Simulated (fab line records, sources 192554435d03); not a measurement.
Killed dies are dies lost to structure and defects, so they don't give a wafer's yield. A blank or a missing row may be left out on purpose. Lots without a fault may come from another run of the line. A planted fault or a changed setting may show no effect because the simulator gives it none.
fab line records | flow n5_finfet
record lots=6 wafers=18 last_day=18
route steps=1938 shown HKMG_FIN@409 BEOL_M4@1111 PASSIVATION@1936
lots that met no fault: from a run of the same line without faults
start_h: hours from the record's first day to the start of the lot's first wafer shown | wait_h: hours since the lot's step before | " the same as in the row above | L1.1+2: a row that stands for several wafers | - no value, or no start given | * or withheld: withheld | < > ~ a bound
route shown NAME@n: a module of which the file shows steps, and the number in the route of the first | usual: mean/standard deviation of fault-free wafers | same: alike in all rows | chamber/n: place in a boat | sites: the reading at each site | _std_site: their standard deviation | _edge_site: outer sites' mean less inner sites' | radius_mm: how far each site lies from the wafer's centre | mask NAME#n: copy n | behind: the tool/chamber that last shaped the wafer | hold: why the lot was held/for how many hours/how that ended | device: the transistor (n, p or np) that didn't switch | end of line: the same wafers' tests at the end of the route | a step without rows: its recipe alone | killed: dies lost to structure and defects at the first sort, not the wafer's yield | map: a wafer's dies, x killed, . not, _ none there
set.NAME: the setting as run; set.NAME@STEP: as run at that earlier step | model.NAME: the simulator's own value behind a step, which no gauge read
lots at some steps of the route; a table a step, a row a wafer
services: from which hour (start_h, from the record's first day; less than 0 if before it) a tool's chamber was out of use, for how many hours, and why
## steps
# step N5_HKMG_FIN_STRIP_60
# recipe chemistry=N2/H2 power_w=2500 temp_c=300 h2_frac=0.65 time_s=360 pressure_mtorr=withheld n2_flow_sccm=1750 h2_flow_sccm=3250
# usual drypump_motor_current_A=5.4/0.54 heater_power_w=495/42
# columns lot.wafer tool chamber start_h wait_h drypump_motor_current_A heater_power_w rf_hours_counter_h
L251.2 plasma_asher-02 1 78.51 0.0 5.9 506 91
L251.4 " 0 " " 5.1 552 -
L251.6 " 1 " " 5.9 495 -
L252.1 plasma_asher-02 1 85.19 0.0 5.9 500 93
L252.2 " 0 " " 5.1 555 93
L252.4 " 0 " " 5.1 549 -
L265.1 plasma_asher-02 0 164.58 0.0 5.1 552 107
L265.2 " 1 " " 5.9 500 107
L265.5 " 0 " " 5.1 552 -
L266.1 plasma_asher-02 0 168.91 0.0 5.1 559 108
L266.3 " 0 " " 5.1 542 -
L266.5 " 1 " " 5.9 504 -
L269.1 plasma_asher-02 1 186.88 0.0 5.9 516 111
L269.3 " 0 " " 5.1 555 -
L269.6 " 0 " " 5.1 558 -
L268.3 plasma_asher-01 0 188.00 0.1 6.0 443 -
L268.4 " 1 " " 4.7 478 -
L268.6 " 1 " " 4.7 471 -
# step N5_HKMG_FIN_WET_ETCH_77
# recipe chemistry=dHCl mix=1:10000 temp_c=25 target=La2O3 stop_on=HfO2 target_depth_nm=2
# step N5_HKMG_FIN_WET_ETCH_78
# recipe chemistry=dNH4OH mix=1:50 temp_c=25 target=Al2O3 stop_on=La2O3 target_depth_nm=4.5 dry=ipa_marangoni rinse_time_s=30 rinse_temp_c=23
# step N5_HKMG_FIN_ALD_79
# recipe material=TiN target_thk_a=15 temp_c=400 ald_precursor_family=TiCl4 ald_co_reactant=NH3 pulse_time_s=1 purge_time_s=3 co_reactant_purge_time_s=2 co_reactant_pulse_time_s=2 ald_cycles=68 pressure_torr=3
# usual ald_cycles=68/0 heater_power_w=838/78 precursor_pulse_height_rel=1.001/0.019 susceptor_temp_C=400.01/0.23
# columns lot.wafer tool chamber start_h wait_h ald_cycles heater_power_w precursor_pulse_height_rel susceptor_temp_C
L251.2 ald_metal-02 2 78.99 0.0 68 767 0.983 400.06
L251.4 " 1 " " 68 795 1.009 400.38
L251.6 " 0 " " 68 1005 1.027 400.01
L252.1 ald_metal-02 0 85.68 0.0 68 1029 1.003 400.01
L252.2 " 2 " " 68 778 1.008 400.11
L252.4 " 1 " " 68 783 1.000 400.17
L265.1 ald_metal-03 1 165.08 0.0 68 828 1.005 400.27
L265.2 " 2 " " 68 880 1.021 399.90
L265.5 " 0 " " 68 766 1.005 400.09
L266.1 ald_metal-02 0 169.39 0.0 68 1017 0.962 400.09
L266.3 " 1 " " 68 784 1.008 399.72
L266.5 " 3 " " 68 902 0.998 399.76
L269.1 ald_metal-03 2 187.37 0.0 68 871 1.000 400.32
L269.3 " 0 " " 68 773 1.015 399.88
L269.6 " 0 " " 68 756 1.006 399.53
L268.3 ald_metal-03 1 188.36 0.0 68 806 1.008 399.69
L268.4 " 3 " " 68 795 0.998 400.41
L268.6 " 1 " " 68 794 1.033 399.81
# step N5_HKMG_FIN_CVD_62
# recipe material=a-Si target_thk_a=30 temp_c=500 precursor=Si2H6 pressure_torr=1 time_s=20.8
# usual heater_power_w=1484/160 susceptor_temp_C=499.99/0.28
# columns lot.wafer tool chamber start_h wait_h heater_power_w susceptor_temp_C
L251.2 thermal_cvd_si-02 1 79.35 0.2 1328 499.59
L251.4 " 0 " " 1635 500.06
L251.6 " 2 " " 1352 500.03
L252.1 thermal_cvd_si-01 0 86.05 0.2 1801 500.08
L252.2 " 2 " " 1433 499.96
L252.4 " 1 " " 1450 499.70
L265.1 thermal_cvd_si-02 1 165.44 0.2 1317 499.78
L265.2 " 2 " " 1307 499.92
L265.5 " 1 " " 1309 500.47
L266.1 thermal_cvd_si-01 0 169.75 0.2 1785 500.10
L266.3 " 2 " " 1408 500.35
L266.5 " 0 " " 1808 499.71
L269.1 thermal_cvd_si-01 1 187.73 0.2 1486 500.18
L269.3 " 2 " " 1435 499.64
L269.6 " 2 " " 1427 499.84
L268.3 thermal_cvd_si-02 1 188.73 0.2 1318 500.22
L268.4 " 0 " " 1648 500.23
L268.6 " 1 " " 1328 500.46
# step N5_HKMG_FIN_RTA_80
# recipe temp_c=withheld time_s=2 ambient=N2 idle_temp_c=600 ramp_up_c_per_s=150 ramp_down_c_per_s=60 cool_to_c=600
# step N5_HKMG_FIN_PRECLEAN_64
# recipe chemistry=dHF time_s=30 temp_c=25 dilution=withheld
# step N5_HKMG_FIN_WET_ETCH_65
# recipe chemistry=TMAH temp_c=70 conc_wt_pct=5 target=a-Si stop_on=TiN time_s=49 target_depth_nm=3
# step N5_HKMG_FIN_WET_ETCH_81
# recipe chemistry=SC1 target=TiN stop_on=HfO2 mix=1:1:5 temp_c=60 time_s=57 target_depth_nm=6
# step N5_HKMG_FIN_WET_ETCH_82
# recipe chemistry=dHCl mix=1:10000 temp_c=25 target=La2O3 stop_on=HfO2 target_depth_nm=2 dry=ipa_marangoni rinse_time_s=30 rinse_temp_c=23
# step N5_HKMG_FIN_ALD_36
# recipe material=TiN target_thk_a=10 temp_c=400 ald_precursor_family=TiCl4 ald_co_reactant=NH3 pulse_time_s=1 purge_time_s=3 co_reactant_purge_time_s=2 co_reactant_pulse_time_s=2 ald_cycles=47 pressure_torr=3
# usual ald_cycles=47/0 heater_power_w=822/64 precursor_pulse_height_rel=1.000/0.022 susceptor_temp_C=399.99/0.22
# columns lot.wafer tool chamber start_h wait_h ald_cycles heater_power_w precursor_pulse_height_rel susceptor_temp_C
L251.2 ald_metal-03 3 79.89 0.0 47 775 0.995 400.26
L251.4 " 1 " " 47 809 0.998 400.35
L251.6 " 0 " " 47 748 0.995 399.63
L252.1 ald_metal-03 3 86.45 0.0 47 794 1.019 399.91
L252.2 " 2 " " 47 874 1.002 400.26
L252.4 " 1 " " 47 849 0.995 399.89
L265.1 ald_metal-03 0 165.99 0.0 47 770 0.997 400.01
L265.2 " 3 " " 47 786 1.018 399.88
L265.5 " 0 " " 47 754 1.005 399.93
L266.1 ald_metal-02 2 170.16 0.0 47 746 0.981 399.99
L266.3 " 3 " " 47 875 1.040 399.87
L266.5 " 2 " " 47 761 0.996 400.17
L269.1 ald_metal-02 1 188.13 0.0 47 790 0.955 400.13
L269.3 " 0 " " 47 1018 0.999 400.37
L269.6 " 2 " " 47 766 1.007 399.79
L268.3 ald_metal-03 0 189.12 0.0 47 767 0.977 400.12
L268.4 " 3 " " 47 791 1.026 400.16
L268.6 " 2 " " 47 911 1.013 400.06
# step N5_HKMG_FIN_THK_MEAS_70
# recipe thk_meas_gauge=xrf reads=HfO2_of_HKMG_FIN_HK_ALD_01
# usual HK_THK=1.603/0.022
# columns lot.wafer tool chamber start_h wait_h HK_THK[nm]
L251.2 film_metro-02 - 80.17 0.2 1.627
L251.4 " - " " 1.601
L251.6 " - " " 1.608
L252.1 film_metro-01 - 86.73 0.2 1.574
L252.2 " - " " 1.611
L252.4 " - " " 1.602
L265.1 film_metro-02 - 166.27 0.2 1.605
L265.2 " - " " 1.572
L265.5 " - " " 1.593
L266.1 film_metro-02 - 170.44 0.2 1.675
L266.3 " - " " 1.599
L266.5 " - " " 1.614
L269.1 film_metro-01 - 188.41 0.2 1.582
L269.3 " - " " 1.602
L269.6 " - " " 1.569
L268.3 film_metro-01 - 189.41 0.2 1.601
L268.4 " - " " 1.616
L268.6 " - " " 1.572
# step N5_HKMG_FIN_PWFM_ALD_03
# recipe material=TiN target_thk_a=20 temp_c=400 ald_precursor_family=TiCl4 ald_co_reactant=NH3 pulse_time_s=1 purge_time_s=3 co_reactant_purge_time_s=2 co_reactant_pulse_time_s=2 ald_cycles=91 pressure_torr=3
# usual ald_cycles=91/0 heater_power_w=853/90 precursor_pulse_height_rel=0.998/0.021 susceptor_temp_C=399.98/0.21
# columns lot.wafer tool chamber start_h wait_h ald_cycles heater_power_w precursor_pulse_height_rel susceptor_temp_C
L251.2 ald_metal-04 1 80.21 0.0 91 848 0.996 400.15
L251.4 " 0 " " 91 742 1.012 399.81
L251.6 " 3 " " 91 875 0.998 400.18
L252.1 ald_metal-04 0 86.77 0.0 91 724 1.020 399.86
L252.2 " 3 " " 91 877 1.006 400.07
L252.4 " 2 " " 91 869 0.991 400.05
L265.1 ald_metal-04 1 166.30 0.0 81 845 1.034 -
L265.2 " 2 " " 81 873 1.012 -
L265.5 " 0 " " 81 749 1.006 -
L266.1 ald_metal-04 1 170.54 0.1 81 856 1.038 -
L266.3 " 0 " " 81 734 1.021 -
L266.5 " 2 " " 81 886 0.979 -
L269.1 ald_metal-02 0 188.45 0.0 91 1026 0.993 400.27
L269.3 " 2 " " 91 784 1.005 399.98
L269.6 " 0 " " 91 1035 0.987 400.36
L268.3 ald_metal-02 1 189.54 0.1 91 794 1.002 399.86
L268.4 " 2 " " 91 773 1.014 399.84
L268.6 " 0 " " 91 1015 0.985 399.98
# step N5_HKMG_FIN_COAT_29
# recipe resist=SOC temp_c=250 time_s=60 spin_rpm=1500 resist_thk_nm=300
# step N5_BEOL_M4_RC_MEAS_101
# usual DIBL_N=36.0/2 DIBL_P=36.2/2.2 IOFF_N=0.16/0.034 IOFF_P=0.21/0.04 ION_N=675/12 ION_P=463/7.2 SS_N=71.6/0.6 SS_P=73.3/0.67 VT_N=250/3 VT_P=-251/3.4
# columns lot.wafer tool chamber start_h wait_h DIBL_N[mV/V] DIBL_P[mV/V] IOFF_N[nA/um] IOFF_P[nA/um] ION_N[uA/um] ION_P[uA/um] SS_N[mV/dec] SS_P[mV/dec] VT_N[mV] VT_P[mV]
L251.2 prober-01 0 178.76 0.2 34.6 34.8 0.15 0.20 684 464 70.9 73.5 251 -249
L251.4 " 0 " " 35.3 35.7 0.15 0.21 678 462 71.7 73.5 252 -247
L251.6 " 0 " " 35.3 36.3 0.16 0.21 678 464 71.3 73.9 251 -250
L252.1 prober-02 0 188.48 0.0 37.3 39.8 0.17 0.23 673 459 72.2 74.6 248 -251
L252.2 " 0 " " 32.4 33.9 0.11 0.15 654 451 70.4 72.4 255 -255
L252.4 " 0 " " 35.2 36.3 0.13 0.17 666 455 71.1 73.4 255 -253
L265.1 prober-01 0 267.96 0.0 36.1 36.0 0.18 0.19 689 466 71.2 72.8 247 -254
L265.2 " 0 " " 38.2 38.0 0.21 0.20 687 461 72.2 73.9 244 -255
L265.5 " 0 " " 37.3 36.0 0.19 0.19 684 463 71.7 73.3 250 -255
L266.1 prober-01 0 269.45 0.0 36.9 36.5 0.16 0.17 674 452 71.4 73.1 249 -256
L266.3 " 0 " " 36.6 35.6 0.17 0.16 681 456 72.0 72.8 247 -254
L266.5 " 0 " " 34.9 35.4 0.14 0.16 677 454 71.0 72.6 250 -255
L269.1 prober-02 0 275.12 0.0 36.4 37.5 0.16 0.25 663 456 72.0 73.2 252 -248
L269.3 " 0 " " 34.7 35.6 0.16 0.24 686 474 70.8 73.3 248 -246
L269.6 " 0 " " 34.4 34.8 0.14 0.22 673 468 71.6 73.2 252 -248
L268.3 prober-01 0 312.86 1.0 36.8 36.8 0.18 0.24 684 467 71.7 73.1 250 -249
L268.4 " 0 " " 35.8 35.7 0.16 0.22 675 464 71.6 73.1 250 -250
L268.6 " 0 " " 35.8 35.8 0.15 0.21 674 463 72.2 73.4 252 -250
# step N5_PASSIVATION_PROBE_49
# usual defect_limited_yield=91.5/1.5 killed_at_M0_to_M3=33/10 killed_at_M4_up=15/6.4 killed_at_contacts=12/5.4 killed_at_front_end=38/9.8 killed_at_other=4/3.1 killed_dies=101/18 killed_open=67/14 killed_short=33/7.9 sort_bin_5_function=5.0/1 sort_bin_6_memory=3.2/0.67 sort_n_pass=1079/18 sort_yield_pct=91.5/1.5
# same gross_dies=1180 killed_at_back_side=0 sort_bin_4_leakage[%]=0 sort_bin_8_speed[%]=0
# columns lot.wafer tool chamber start_h wait_h defect_limited_yield[%] killed_at_M0_to_M3 killed_at_M4_up killed_at_contacts killed_at_front_end killed_at_other killed_dies killed_open killed_short sort_bin_5_function[%] sort_bin_6_memory[%] sort_n_pass sort_yield_pct[%]
L251.2 prober-02 - 296.04 0.1 93.2 17 16 16 24 7 80 50 30 3.4 3.2 1100 93.2
L251.4 prober-02 - 296.14 0.2 92.3 26 7 10 45 3 91 52 37 4.3 3.1 1089 92.3
L251.6 prober-02 - 296.24 0.3 93.2 24 17 13 24 2 80 55 22 4.1 2.3 1100 93.2
L252.1 prober-02 - 297.96 0.0 90.8 44 10 14 40 1 109 82 25 5.2 3.8 1071 90.8
L252.2 prober-02 - 298.01 0.1 88.2 33 14 15 72 5 139 84 53 6.5 4.8 1041 88.2
L252.4 prober-02 - 298.11 0.2 93.9 20 5 6 38 3 72 40 31 3.0 2.7 1108 93.9
L265.1 prober-01 - 397.43 0.0 92.8 24 17 4 35 5 85 54 30 4.2 2.7 1095 92.8
L265.2 prober-01 - 397.48 0.1 93.5 23 22 3 26 3 77 52 24 3.5 3.1 1103 93.5
L265.5 prober-01 - 397.63 0.2 93.3 21 12 9 29 8 79 49 28 4.1 2.1 1101 93.3
L266.1 prober-02 - 399.40 0.0 90.3 33 23 14 41 3 114 77 37 6.1 3.5 1066 90.3
L266.3 prober-02 - 399.50 0.1 91.7 38 11 15 33 1 98 66 31 5.0 2.7 1082 91.7
L266.5 prober-02 - 399.60 0.2 90.4 38 14 29 30 2 113 68 44 5.9 3.1 1067 90.4
L269.1 prober-01 - 401.06 0.0 88.2 36 21 11 57 14 139 86 50 6.3 4.7 1041 88.2
L269.3 prober-01 - 401.16 0.1 90.3 32 19 4 55 4 114 70 40 5.0 4.1 1066 90.3
L269.6 prober-01 - 401.31 0.3 91.5 18 22 12 42 6 100 63 37 5.2 2.9 1080 91.5
L268.3 prober-02 - 433.57 0.1 88.6 49 23 17 39 7 135 94 40 6.5 4.4 1045 88.6
L268.4 prober-02 - 433.62 0.2 93.1 32 9 19 12 9 81 56 24 3.3 3.3 1099 93.1
L268.6 prober-02 - 433.72 0.3 91.3 28 24 17 29 5 103 64 35 4.9 3.6 1077 91.3
# killed by level:class
L251.2 MOL_CONTACT_COAG:geometric_particle:open=10 BEOL_M4:geometric_particle:open=9 FIN_SAQP:geometric_particle:open=8 BEOL_M0_SAQP:geometric_particle:short=8 MOL_CONTACT_COAG:geometric_particle:short=6 PAD_METAL:geometric_particle:short=4 FIN_SAQP:geometric_particle:short=3 STI_FIN_REVEAL:geometric_particle:open=3
L251.4 MOL_CONTACT_COAG:geometric_particle:open=9 BEOL_M0_SAQP:geometric_particle:short=8 FIN_SAQP:geometric_particle:short=7 FIN_SAQP:geometric_particle:open=6 ILD0:geometric_particle:open=6 ILD0:geometric_particle:short=6 BEOL_M0_SAQP:geometric_particle:open=6 BEOL_M2:geometric_particle:short=5
L251.6 MOL_CONTACT_COAG:geometric_particle:open=11 BEOL_M4:geometric_particle:open=11 BEOL_M0_SAQP:geometric_particle:short=8 FIN_SAQP:geometric_particle:open=7 BEOL_M0_SAQP:geometric_particle:open=7 BEOL_M1:geometric_particle:open=4 FIN_SAQP:geometric_particle:short=3 BEOL_M5:geometric_particle:open=3
L252.1 BEOL_M2:geometric_particle:open=14 BEOL_M0_SAQP:geometric_particle:open=12 FIN_SAQP:geometric_particle:open=10 STI_FIN_REVEAL:geometric_particle:open=10 MOL_CONTACT_COAG:geometric_particle:open=8 BEOL_M4:geometric_particle:open=8 BEOL_M0_SAQP:geometric_particle:short=7 MOL_CONTACT_COAG:geometric_particle:short=6
L252.2 FIN_SAQP:geometric_particle:short=21 FIN_SAQP:geometric_particle:open=16 MOL_CONTACT_COAG:geometric_particle:open=11 BEOL_M0_SAQP:geometric_particle:open=11 STI_FIN_REVEAL:geometric_particle:open=10 BEOL_M0_SAQP:geometric_particle:short=10 DUMMY_GATE:geometric_particle:open=8 MOL_CONTACT_COAG:geometric_particle:short=4
L252.4 FIN_SAQP:geometric_particle:short=11 FIN_SAQP:geometric_particle:open=7 BEOL_M0_SAQP:geometric_particle:short=5 STARTING-WAFER:geometric_particle:open=5 MOL_CONTACT_COAG:geometric_particle:open=4 BEOL_M0_SAQP:geometric_particle:open=4 BEOL_M3:geometric_particle:open=4 SDB:geometric_particle:open=3
L265.1 BEOL_M0_SAQP:geometric_particle:short=10 FIN_SAQP:geometric_particle:open=8 STI_FIN_REVEAL:geometric_particle:open=7 BEOL_M5:geometric_particle:open=7 BEOL_M2:geometric_particle:open=6 FIN_SAQP:geometric_particle:short=5 BEOL_M1:geometric_particle:open=4 BEOL_M4:geometric_particle:open=3
L265.2 BEOL_M4:geometric_particle:open=12 BEOL_M0_SAQP:geometric_particle:open=9 FIN_SAQP:geometric_particle:short=6 STI_FIN_REVEAL:geometric_particle:open=6 BEOL_M3:geometric_particle:open=5 BEOL_M0_SAQP:geometric_particle:short=4 FIN_SAQP:geometric_particle:open=3 BEOL_M4:geometric_particle:short=3
L265.5 MOL_CONTACT_COAG:geometric_particle:open=9 GATE_CUT:geometric_particle:short=6 BEOL_M0_SAQP:geometric_particle:open=5 MIM_TOP_ETCH:geometric_particle:open=4 BEOL_M0_SAQP:geometric_particle:short=4 STARTING-WAFER:geometric_particle:short=4 FIN_SAQP:geometric_particle:short=3 BEOL_M1:geometric_particle:open=3
L266.1 FIN_SAQP:geometric_particle:open=12 MOL_CONTACT_COAG:geometric_particle:open=10 BEOL_M0_SAQP:geometric_particle:short=8 BEOL_M1:geometric_particle:open=8 FIN_SAQP:geometric_particle:short=7 STI_FIN_REVEAL:geometric_particle:open=7 BEOL_M0_SAQP:geometric_particle:open=7 BEOL_M4:geometric_particle:short=5
L266.3 MOL_CONTACT_COAG:geometric_particle:open=12 FIN_SAQP:geometric_particle:short=10 BEOL_M0_SAQP:geometric_particle:short=9 BEOL_M0_SAQP:geometric_particle:open=8 BEOL_M2:geometric_particle:open=8 BEOL_M3:geometric_particle:open=6 FIN_SAQP:geometric_particle:open=5 STI_FIN_REVEAL:geometric_particle:open=5
L266.5 MOL_CONTACT_COAG:geometric_particle:open=19 BEOL_M0_SAQP:geometric_particle:open=12 BEOL_M0_SAQP:geometric_particle:short=11 MOL_CONTACT_COAG:geometric_particle:short=10 STI_FIN_REVEAL:geometric_particle:open=8 BEOL_M1:geometric_particle:open=6 BEOL_M4:geometric_particle:short=5 STARTING-WAFER:geometric_particle:short=5
L269.1 BEOL_M0_SAQP:geometric_particle:open=13 FIN_SAQP:geometric_particle:short=12 BEOL_M4:geometric_particle:open=11 FIN_SAQP:geometric_particle:open=9 BEOL_M0_SAQP:geometric_particle:short=8 GATE_CUT:geometric_particle:open=7 MOL_CONTACT_COAG:geometric_particle:short=6 DUMMY_GATE:geometric_particle:open=5
L269.3 FIN_SAQP:geometric_particle:short=14 FIN_SAQP:geometric_particle:open=9 DUMMY_GATE:geometric_particle:open=9 BEOL_M0_SAQP:geometric_particle:open=9 BEOL_M0_SAQP:geometric_particle:short=9 BEOL_M4:geometric_particle:open=9 GATE_CUT:geometric_particle:open=7 BEOL_M2:geometric_particle:open=4
L269.6 FIN_SAQP:geometric_particle:short=11 MOL_CONTACT_COAG:geometric_particle:open=11 BEOL_M4:geometric_particle:open=7 DUMMY_GATE:geometric_particle:open=6 BEOL_M5:geometric_particle:open=6 FIN_SAQP:geometric_particle:open=5 GATE_CUT:geometric_particle:open=5 BEOL_M0_SAQP:geometric_particle:open=5
L268.3 MOL_CONTACT_COAG:geometric_particle:open=14 BEOL_M4:geometric_particle:open=11 BEOL_M0_SAQP:geometric_particle:short=10 BEOL_M2:geometric_particle:open=10 BEOL_M0_SAQP:geometric_particle:open=8 BEOL_M3:geometric_particle:open=8 STI_FIN_REVEAL:geometric_particle:open=7 BEOL_M1:geometric_particle:open=6
L268.4 MOL_CONTACT_COAG:geometric_particle:open=17 BEOL_M0_SAQP:geometric_particle:open=12 BEOL_M0_SAQP:geometric_particle:short=4 BEOL_M3:geometric_particle:open=4 FIN_SAQP:geometric_particle:open=3 BEOL_M1:geometric_particle:short=3 BEOL_M5:geometric_particle:short=3 PASS1_DEP:geometric_particle:open=3
L268.6 MOL_CONTACT_COAG:geometric_particle:open=15 BEOL_M4:geometric_particle:open=13 BEOL_M0_SAQP:geometric_particle:short=9 BEOL_M3:geometric_particle:open=8 STI_FIN_REVEAL:geometric_particle:open=5 BEOL_M0_SAQP:geometric_particle:open=5 FIN_SAQP:geometric_particle:short=4 GATE_CUT:geometric_particle:short=4
## services
# columns tool chamber start_h hours kind
plasma_asher-01 - 74.45 2.8 pm
thermal_cvd_si-01 0 90.72 19.2 repair
ald_metal-04 - 117.95 8.7 pm
ald_metal-03 1 127.24 24.1 repair
thermal_cvd_si-01 1 132.31 13.9 repair
ald_metal-04 - 137.10 0.7 repair
thermal_cvd_si-01 1 151.34 6.9 repair
thermal_cvd_si-01 2 153.23 6.2 repair
plasma_asher-02 - 160.25 2.5 repair
thermal_cvd_si-01 0 189.28 13.3 repair
## key
first_sign step=N5_HKMG_FIN_PWFM_ALD_03 reading=ald_cycles direction=down sigmas=99+ usual=* struck=*
effect none on later readings
met_at N5_HKMG_FIN_PWFM_ALD_03
struck_wafers L265.1,L265.2,L265.5,L266.1,L266.3,L266.5
onset_between 86.77 166.30
fault kind=process_parameter_drift tool=ald_metal-04 chamber=- onset_h=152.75 steps=N5_HKMG_FIN_PWFM_ALD_03 channel=ald_cycles offset=* shape=step end_h=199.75 acts_in=* stated=*
